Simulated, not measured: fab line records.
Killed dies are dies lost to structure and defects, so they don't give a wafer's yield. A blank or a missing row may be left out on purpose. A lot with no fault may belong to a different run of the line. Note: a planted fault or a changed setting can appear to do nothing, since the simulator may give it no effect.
fab line records	flow n5-finfet	part 2 of 2: steps 20 to 24 of 24
record lots=5	wafers=15	last-day=17
route steps=1938 shown BEOL_M15@1811 PASS1_DEP@1831 MIM_BOT@1832 MIM_TOP@1834
lots with no fault: from the same line, run without faults
start-h: hours from the record's opening day to when the first of the lot's shown wafers began	wait-h: hours elapsed since this lot's preceding step	" unchanged from the row above	L1.1+2: a row that stands for several wafers	- no value present, or no start provided	* or withheld: withheld	< > ~ a bound
route shown NAME@n: names a module that has steps shown in the file, with the first one's number in the route	usual: mean/standard deviation taken from wafers without a fault	same: alike in all rows	chamber/n: place in a boat	sites: each site's reading	_std_site: the standard deviation of these	_edge_site: the outer-site mean with the inner-site mean subtracted	radius-mm: how far each site lies from the wafer's centre	mask NAME#n: copy n	behind: the last tool/chamber to shape the wafer	hold: what put the lot on hold/how long, in hours/how the hold closed	device: names the non-switching transistor (n, p or np)	end of line: the route-end tests of the same wafers	a step given without rows: its recipe and nothing more	killed: at the first sort, the dies lost to defects and structure; wafer yield is something else	map: per-die view of a wafer (x killed, . not killed, _ where there is no die)
set.NAME: setting as actually run; set.NAME@STEP: the setting as run at that earlier step	model.NAME: the simulator's own value behind a step, which no gauge read
lots seen at some steps along the route; tables by step, rows by wafer
services: a tool's chamber out of use, with start hour (start-h, from the record's first day; less than 0 if before it), hours out, and reason
## steps
# step N5_BEOL_M15_RC_MEAS_101
# usual etest-temp-c=24.99/0.12	COMB_M10=1.43e-11/2.9e-12	COMB_M11=1.4e-11/3.1e-12	COMB_M12=6.1e-12/1.4e-12	COMB_M13=4.5e-12/1.2e-12	COMB_M14=3.4e-12/9.4e-13	COMB_M15=2.3e-12/8.5e-13	COMB_M5=3.6e-11/8.3e-12	COMB_M6=2.6e-11/5.8e-12	COMB_M7=2.6e-11/5.4e-12	COMB_M8=2.6e-11/5.5e-12	COMB_M9=1.44e-11/2.9e-12	SERP_M10=3.09/0.11	SERP_M11=3.11/0.11	SERP_M12=0.637/0.02	SERP_M12_max_site=0.650/0.02	SERP_M13=0.311/0.0072	SERP_M14=0.163/0.0067	SERP_M14_max_site=0.165/0.0068	SERP_M5=38.4/2.4	SERP_M6=14.1/0.82	SERP_M7=14.2/0.83	SERP_M8=14.0/0.65	SERP_M9=3.12/0.12
lot.wafer	tool	chamber	start-h	wait-h	etest-temp-c	COMB_M10[S/m]	COMB_M11[S/m]	COMB_M12[S/m]	COMB_M13[S/m]	COMB_M14[S/m]	COMB_M15[S/m]	COMB_M5[S/m]	COMB_M6[S/m]	COMB_M7[S/m]	COMB_M8[S/m]	COMB_M9[S/m]	SERP_M10[ohm/um]	SERP_M11[ohm/um]	SERP_M12[ohm/um]	SERP_M12_max_site[ohm/um]	SERP_M13[ohm/um]	SERP_M14[ohm/um]	SERP_M14_max_site[ohm/um]	SERP_M5[ohm/um]	SERP_M6[ohm/um]	SERP_M7[ohm/um]	SERP_M8[ohm/um]	SERP_M9[ohm/um]
L074.1	prober-01	0	264.69	0.0	25.30	1.37e-11	1.8e-11	6e-12	4.1e-12	1.4e-12	9e-13	2.7e-11	2.1e-11	2.2e-11	2.7e-11	9.8e-12	3.19	3.09	0.638	0.652	0.318	0.159	0.162	38.8	14.4	14.6	13.9	3.28
L074.2	"	0	"	"	25.19	1.12e-11	9e-12	5.1e-12	4e-12	1.5e-12	1.4e-12	2.2e-11	1.8e-11	2.1e-11	2.2e-11	1.02e-11	2.93	3.25	0.627	0.653	0.311	0.169	0.171	40.3	14.7	12.7	13.0	3.16
L074.5	"	0	"	"	25.07	1.43e-11	1e-11	6.5e-12	4.1e-12	2.9e-12	1.7e-12	3.7e-11	1.4e-11	3.7e-11	2.4e-11	1.52e-11	3.06	3.12	0.627	0.645	0.319	0.159	0.161	41.0	14.8	14.6	14.2	3.26
L075.2	prober-02	0	287.66	0.2	25.04	1.24e-11	1.1e-11	5.9e-12	5.4e-12	4.3e-12	2.7e-12	4.6e-11	2.9e-11	2.2e-11	2.2e-11	1.35e-11	3.19	3.11	0.619	0.639	0.318	0.177	0.178	40.1	14.9	13.7	14.0	2.89
L075.4	"	0	"	"	24.77	1.39e-11	1.2e-11	5.5e-12	4e-12	3.5e-12	2.2e-12	4.3e-11	2.2e-11	2.9e-11	2.9e-11	1.13e-11	3.36	3.15	0.615	0.630	0.314	0.167	0.169	40.4	14.1	13.6	15.1	3.21
L075.6	"	0	"	"	25.10	1.15e-11	1.5e-11	6e-12	6.1e-12	3.2e-12	2.9e-12	5.5e-11	2.1e-11	1.8e-11	2.8e-11	1.23e-11	3.09	3.00	0.649	0.664	0.316	0.170	0.172	40.1	13.4	13.0	14.8	3.17
L084.2	prober-01	0	326.78	0.8	24.93	1.4e-11	1.9e-11	5.1e-12	3e-12	2.7e-12	1.6e-12	3.5e-11	2.8e-11	2.5e-11	2.5e-11	1.3e-11	3.10	2.97	0.645	0.665	0.313	0.160	0.162	39.7	13.3	15.1	14.7	2.95
L084.3	"	0	"	"	24.97	1.05e-11	1.2e-11	4.2e-12	3.2e-12	2.9e-12	2.9e-12	3.8e-11	3.8e-11	3e-11	2.1e-11	1.24e-11	3.34	3.17	0.646	0.659	0.325	0.155	0.158	39.8	14.0	14.8	13.2	3.06
L084.5	"	0	"	"	24.91	1.53e-11	1.8e-11	6e-12	2.7e-12	2.6e-12	1.6e-12	3.9e-11	3.6e-11	2.6e-11	3.3e-11	1.44e-11	3.17	2.91	0.610	0.622	0.319	0.167	0.169	37.5	15.1	13.4	13.8	3.12
L091.3	prober-01	0	392.90	0.3	24.74	1.14e-11	1.8e-11	5.1e-12	3.2e-12	2.5e-12	2.1e-12	3e-11	2.7e-11	2.7e-11	3.3e-11	1.23e-11	3.01	3.39	0.642	0.650	0.306	0.160	0.162	36.3	13.9	14.5	14.7	3.13
L091.5	"	0	"	"	24.76	1.87e-11	1.6e-11	5.9e-12	3.8e-12	2.9e-12	2e-12	3.5e-11	2.4e-11	3e-11	2.9e-11	1.08e-11	3.07	3.23	0.630	0.640	0.306	0.165	0.169	40.2	14.5	15.3	14.1	3.11
L091.6	"	0	"	"	24.67	1.51e-11	1.5e-11	4e-12	5.2e-12	3.6e-12	9e-13	4.3e-11	1.8e-11	3.3e-11	2.2e-11	1.55e-11	2.90	3.06	0.657	0.674	0.301	0.154	0.154	38.9	13.9	14.1	14.7	3.23
L095.1	prober-01	0	398.94	0.0	24.74	1.57e-11	1.3e-11	5.2e-12	4.3e-12	2.5e-12	1.5e-12	2.2e-11	3.4e-11	2.7e-11	2.7e-11	1.43e-11	3.10	3.23	0.610	0.626	0.314	0.164	0.165	38.0	12.9	14.0	14.0	3.03
L095.3	"	0	"	"	24.85	1.2e-11	2.4e-11	5.5e-12	3.5e-12	1.8e-12	1.2e-12	3.7e-11	3.5e-11	3e-11	2.9e-11	1.15e-11	3.05	3.09	0.626	0.643	0.304	0.171	0.173	39.3	13.2	15.8	14.7	3.19
L095.4	"	0	"	"	24.75	1.66e-11	1.6e-11	3.8e-12	4.2e-12	2.4e-12	2.4e-12	2.5e-11	3e-11	3.4e-11	2.5e-11	1.56e-11	3.03	2.98	0.622	0.635	0.295	0.167	0.168	38.4	14.1	13.1	14.7	3.47
# step N5_PASSIVATION_PECVD_00
# recipe material=SiO2	target-thk-a=2000	temp-c=400	precursor=SiH4/N2O	pressure-torr=2.7	rf-w=608	time-s=11.2
# usual heater-power-w=646/120	showerhead-plenum-p-Torr=8.15/0.11	throttle-valve-pct=52/5.3
# same time-s=11.2
lot.wafer	tool	chamber	start-h	wait-h	heater-power-w	showerhead-plenum-p-Torr	throttle-valve-pct
L074.1	pecvd-03	0	265.65	0.8	678	8.11	64
L074.2	"	1	"	"	586	7.95	53
L074.5	"	1	"	"	461	7.97	54
L075.2	pecvd-01	0	288.46	0.7	880	8.11	51
L075.4	"	1	"	"	486	8.27	51
L075.6	"	2	"	"	602	8.11	54
L084.2	pecvd-03	2	327.59	0.7	712	8.08	47
L084.3	"	0	"	"	652	8.11	64
L084.5	"	2	"	"	778	8.06	47
L091.3	pecvd-03	1	393.55	0.5	591	7.94	53
L091.5	"	0	"	"	657	8.10	64
L091.6	"	2	"	"	702	8.07	47
L095.1	pecvd-03	0	399.91	0.8	599	8.12	64
L095.3	"	1	"	"	518	7.94	53
L095.4	"	0	"	"	614	8.12	63
# step N5_MIM_BOT_DEGAS_01
# recipe ambient=vacuum	temp-c=300	time-s=60
# usual heater-power-w=470/34
# same time-s=60
lot.wafer	tool	chamber	start-h	wait-h	heater-power-w
L074.1	pvd-sputter-01	-	266.31	0.6	488
L074.2	"	-	"	"	502
L074.5	"	-	"	"	477
L075.2	pvd-sputter-02	-	289.55	1.1	504
L075.4	"	-	"	"	484
L075.6	"	-	"	"	477
L084.2	pvd-sputter-02	-	327.84	0.2	477
L084.3	"	-	"	"	530
L084.5	"	-	"	"	513
L091.3	pvd-sputter-01	-	396.26	2.7	443
L091.5	"	-	"	"	426
L091.6	"	-	"	"	510
L095.1	pvd-sputter-03	-	402.80	2.9	471
L095.3	"	-	"	"	408
L095.4	"	-	"	"	468
# step N5_MIM_BOT_SPUTTER_00
# recipe material=TiN	target-thk-a=350	temp-c=200	power-w=3000	chamber-pressure-pa=0.49996	gas=Ar	reactive-partial-pa=0.37997	time-s=89.7
# usual chamber-pressure-pa=0.4998/0.00098	substrate-temp-c=200.02/0.17	throttle-valve-pct=29.8/0.88
# same time-s=89.7
lot.wafer	tool	chamber	start-h	wait-h	chamber-pressure-pa	substrate-temp-c	throttle-valve-pct
L074.1	pvd-sputter-01	-	266.35	0.0	0.4994	199.81	29.0
L074.2	"	-	"	"	0.5011	199.87	28.2
L074.5	"	-	"	"	0.4996	199.87	30.4
L075.2	pvd-sputter-02	-	289.59	0.0	0.4985	200.18	29.8
L075.4	"	-	"	"	0.5004	200.10	30.3
L075.6	"	-	"	"	0.5021	200.14	30.2
L084.2	pvd-sputter-02	-	327.88	0.0	0.5003	200.19	30.3
L084.3	"	-	"	"	0.5005	199.85	29.7
L084.5	"	-	"	"	0.5004	199.94	29.8
L091.3	pvd-sputter-01	-	396.30	0.0	0.4991	199.75	30.1
L091.5	"	-	"	"	0.4984	199.76	30.1
L091.6	"	-	"	"	0.4984	200.07	28.2
L095.1	pvd-sputter-03	-	402.84	0.0	0.4998	199.79	30.5
L095.3	"	-	"	"	0.4987	200.21	30.7
L095.4	"	-	"	"	0.5005	199.99	29.3
# step N5_MIM_TOP_ALD_00
# recipe material=Al2O3	target-thk-a=*	temp-c=withheld	ald-precursor-family=TMA	ald-co-reactant=O3	pulse-time-s=withheld	purge-time-s=3	co-reactant-purge-time-s=withheld	co-reactant-pulse-time-s=3	ald-cycles=withheld
# usual precursor-pulse-height-rel=0.997/0.021
lot.wafer	tool	chamber	start-h	wait-h	precursor-pulse-height-rel
L074.1	ald-hk-03	0	266.47	0.1	1.003
L074.2	"	2	"	"	0.995
L074.5	"	3	"	"	0.960
L075.2	ald-hk-03	1	289.69	0.1	1.014
L075.4	"	0	"	"	0.967
L075.6	"	1	"	"	0.949
L084.2	ald-hk-03	3	327.99	0.1	1.006
L084.3	"	0	"	"	1.019
L084.5	"	1	"	"	0.980
L091.3	ald-hk-02	3	396.40	0.1	0.998
L091.5	"	0	"	"	0.974
L091.6	"	1	"	"	1.036
L095.1	ald-hk-01	1	402.94	0.1	1.012
L095.3	"	0	"	"	1.006
L095.4	"	2	"	"	0.972
## services
tool	chamber	start-h	hours	kind
rie-diel-03	-	239.00	15.6	pm
pecvd-03	-	242.55	1.7	repair
ecd-cu-02	-	246.25	6.3	pm
pecvd-03	-	247.71	5.3	repair
cmp-02	-	248.06	0.8	repair
cmp-02	-	252.76	2.7	repair
cmp-02	-	263.10	2.0	repair
rie-diel-06	0	267.66	4.5	repair
ald-hk-03	-	276.40	0.6	repair
rie-diel-04	3	278.44	4.5	repair
rie-diel-03	2	296.51	115.9	repair
rie-diel-04	3	296.85	3.5	repair
pecvd-03	1	300.78	2.8	repair
cmp-02	-	303.32	1.6	repair
cmp-02	-	307.52	0.3	repair
cmp-02	-	315.83	4.0	pm
cmp-02	-	319.83	4.8	pm
pecvd-03	1	322.46	12.9	repair
rie-diel-04	1	334.75	7.2	repair
rie-diel-06	-	340.42	15.6	pm
pecvd-04	-	350.00	0.5	repair
pvd-sputter-01	-	363.48	2.4	repair
pecvd-04	-	383.70	6.0	pm
rie-diel-03	1	389.65	1.9	repair
